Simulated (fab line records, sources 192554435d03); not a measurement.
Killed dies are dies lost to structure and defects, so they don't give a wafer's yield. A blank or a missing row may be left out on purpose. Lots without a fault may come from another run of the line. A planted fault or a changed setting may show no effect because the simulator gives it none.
Split-lot experiment | flow n5_finfet | 7 lots, 21 wafers read, on a route of 1938 steps

THE SPLIT
At N5_BEOL_M4_COAT_05 (resist thk 30 nm), the setting spin_rpm was moved away from the recipe's 1500 rpm on 5 of the 21 wafers read, by -9.7% to +10.9%. The other wafers ran this setting at the recipe's value.

FROM THE SPLIT TO THE READING: what the file shows between them, 4 steps
- N5_BEOL_M4_EBR_07
- N5_BEOL_M4_SOFTBAKE_06: time 60 s
- N5_BEOL_M4_EXPOSE_08: exposes mask M4
- N5_BEOL_M4_PEB_09: peb time 60 s

THE READING
CAR-EUV_of_BEOL_M4_COAT_05.thk_nm (the simulator's own value, which no gauge read), in nm, at N5_BEOL_M4_DEVELOP_10 (develop time 30 s). The file gives no usual value for it. The 16 wafers here that ran the recipe average 29.6 nm, standard deviation 0.11 nm.

wafer  | tool, chamber at the split | spin_rpm as run, rpm | against the recipe | CAR-EUV_of_BEOL_M4_COAT_05.thk_nm, nm | against lot-mates on the recipe
L074.1 | litho_track-03, 0          | 1500                 | recipe             | 29.6                                  | -
L074.3 | litho_track-03, 0          | 1500                 | recipe             | 29.6                                  | -
L074.6 | litho_track-03, 0          | 1500                 | recipe             | 29.8                                  | -
L078.1 | litho_track-04, 0          | 1500                 | recipe             | 29.4                                  | -
L078.5 | litho_track-04, 0          | 1500                 | recipe             | 29.4                                  | -
L078.2 | litho_track-04, 0          | 1571                 | +4.7%              | 28.8                                  | -0.6
L081.1 | litho_track-03, 0          | 1500                 | recipe             | 29.6                                  | -
L081.2 | litho_track-03, 0          | 1500                 | recipe             | 29.6                                  | -
L081.5 | litho_track-03, 0          | 1500                 | recipe             | 29.4                                  | -
L090.1 | litho_track-04, 0          | 1500                 | recipe             | 29.6                                  | -
L090.2 | litho_track-04, 0          | 1500                 | recipe             | 29.6                                  | -
L090.3 | litho_track-04, 0          | 1500                 | recipe             | 29.6                                  | -
L088.1 | litho_track-03, 0          | 1500                 | recipe             | 29.6                                  | -
L088.3 | litho_track-03, 0          | 1500                 | recipe             | 29.6                                  | -
L088.6 | litho_track-03, 0          | 1500                 | recipe             | 29.6                                  | -
L097.1 | litho_track-04, 0          | 1664                 | +10.9%             | 28                                    | no lot-mate on the recipe
L097.5 | litho_track-04, 0          | 1664                 | +10.9%             | 28                                    | no lot-mate on the recipe
L097.6 | litho_track-04, 0          | 1664                 | +10.9%             | 28.2                                  | no lot-mate on the recipe
L096.1 | litho_track-03, 0          | 1500                 | recipe             | 29.4                                  | -
L096.2 | litho_track-03, 0          | 1500                 | recipe             | 29.6                                  | -
L096.4 | litho_track-03, 0          | 1355                 | -9.7%              | 31                                    | +1.5

THE FIT
A straight line over all 21 wafers: CAR-EUV_of_BEOL_M4_COAT_05.thk_nm changes by -0.141 nm for each +1% of spin_rpm; r = -0.99; the points scatter about the line by 0.11 nm.
The same after taking each lot's own level away (the mean of its wafers on the recipe; 18 wafers): -0.149 nm for each +1%; r = -0.98; scatter 0.074 nm.
On that fit, the largest move of spin_rpm shifts the reading by 1.6 nm.
The lots' own levels span 29.40 to 29.67 nm, that is 2.5 times the standard deviation above.
So the lot-to-lot level changes the slope little: the two slopes agree.
Check: with one of the wafers moved furthest among these (-9.7%) left out of the fit, the line predicts +1.23 nm for it against its lot-mates. It came out at +1.5 nm against them.

OTHER SPLITS ON THESE WAFERS
These wafers also went through other splits before the reading. Each is held against what the fit with the lots' levels taken away leaves over:
other split on the same wafers | wafers away from the commonest value | r with CAR-EUV_of_BEOL_M4_COAT_05.thk_nm (lot level and that fit taken away)
N5_BEOL_M1_PECVD_72 time_s     | 6                                    | -0.31
N5_BEOL_M1_EXPOSE_08 dose_mj   | 4                                    | +0.11
N5_BEOL_M2_DESCUM_16 time_s    | 8                                    | -0.16
N5_BEOL_M2_ETCH_64 source_w    | 7                                    | -0.09
N5_BEOL_M2_COAT_22 spin_rpm    | 8                                    | -0.17
N5_BEOL_M2_ALD_98 ald_cycles   | 9                                    | -0.03
N5_BEOL_M3_COAT_05 spin_rpm    | 10                                   | -0.16

THE WHOLE CHAIN: every reading that the file lists as answering this split, in the file's order
step                  | what it does                                                | reading                                                                            | change (the file's fit)                                                                | r (the file's)
N5_BEOL_M4_COAT_05    | resist thk 30 nm                                            | CAR-EUV_of_BEOL_M4_COAT_05.thk_nm (the simulator's own value, which no gauge read) | -0.17 nm for each +1% of the setting                                                   | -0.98
N5_BEOL_M4_DEVELOP_10 | develop time 30 s                                           | CAR-EUV_of_BEOL_M4_COAT_05.thk_nm (the simulator's own value, which no gauge read) | -0.15 nm for each +1% of the setting                                                   | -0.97
N5_BEOL_M4_DESCUM_16  | chemistry O2, time 7 s                                      | CAR-EUV_of_BEOL_M4_COAT_05.thk_nm (the simulator's own value, which no gauge read) | -0.154 nm for each +1% of the setting, in a fit together with time_s@BEOL_M4_DESCUM_16 | 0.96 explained
N5_BEOL_M4_ETCH_74    | etches underlayer in N2/H2, target depth 6.5 nm, time 5.2 s | CAR-EUV_of_BEOL_M4_COAT_05.thk_nm (the simulator's own value, which no gauge read) | -0.15 nm for each +1% of the setting, in a fit together with time_s@BEOL_M4_DESCUM_16  | 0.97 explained
N5_BEOL_M4_ETCH_63    | etches SiARC in CF4, target depth 15.6 nm, time 26 s        | CAR-EUV_of_BEOL_M4_COAT_05.thk_nm (the simulator's own value, which no gauge read) | -0.15 nm for each +1% of the setting, in a fit together with time_s@BEOL_M4_DESCUM_16  | 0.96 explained

THE FILE'S OWN FIT
CAR-EUV_of_BEOL_M4_COAT_05.thk_nm changes by -0.15 nm for each +1% of spin_rpm, r = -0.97.
